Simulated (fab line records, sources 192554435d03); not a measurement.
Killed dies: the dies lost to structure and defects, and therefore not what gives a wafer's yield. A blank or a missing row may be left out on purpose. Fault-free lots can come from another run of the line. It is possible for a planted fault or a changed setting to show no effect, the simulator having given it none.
Chamber matching -- flow n5Finfet -- N5_BEOL_M6_DESCUM_33 on rieDiel-01 has 4 sister chambers
The step chemistry O2, time 7 s. 4 wafers are shown with their chamber, then 9 later ones without.

== WAFERS WITH THEIR CHAMBER ==
wafer,chamber,showerheadPlenumPTorr (Torr)
L081.6,3,2.08
L082.3,2,2.05
L084.1,0,2.18
L084.5,1,2.07

== WAFERS MISSING THEIR CHAMBER ==
wafer,showerheadPlenumPTorr (Torr)
L086.3,2.07
L086.5,2.07
L086.6,2.05
L087.1,2.06
L087.2,2.17
L087.6,2.07
L092.3,2.17
L092.5,2.07
L092.6,2.17

== THE CHAMBER EACH PASSED THROUGH ==
wafer,from the rows above,in truth
L086.3,can't be placed: 1 or 3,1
L086.5,can't be placed: 1 or 3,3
L086.6,2,2
L087.1,can't be placed: 1 or 2 or 3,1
L087.2,0,0
L087.6,can't be placed: 1 or 3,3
L092.3,0,0
L092.5,can't be placed: 1 or 3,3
L092.6,0,0
Correct placement for 4 of the 9. From these rows, 5 cannot be placed; in 5 the true chamber is one of the candidates. 0 placed wrongly.
How it was worked out, from the rows above alone: a wafer's distance from a chamber is the root of the sum, over the readings, of the square of ((its reading less the chamber's mean) divided by the reading's scatter). The wafer belongs to the nearest chamber; if the next one is less than 2 further off, it can't be placed. Each chamber's mean is taken over the wafers shown for it. The scatter: with one shown wafer a chamber, the root of the mean of the squares of how far each hidden wafer lies from its nearest shown one.
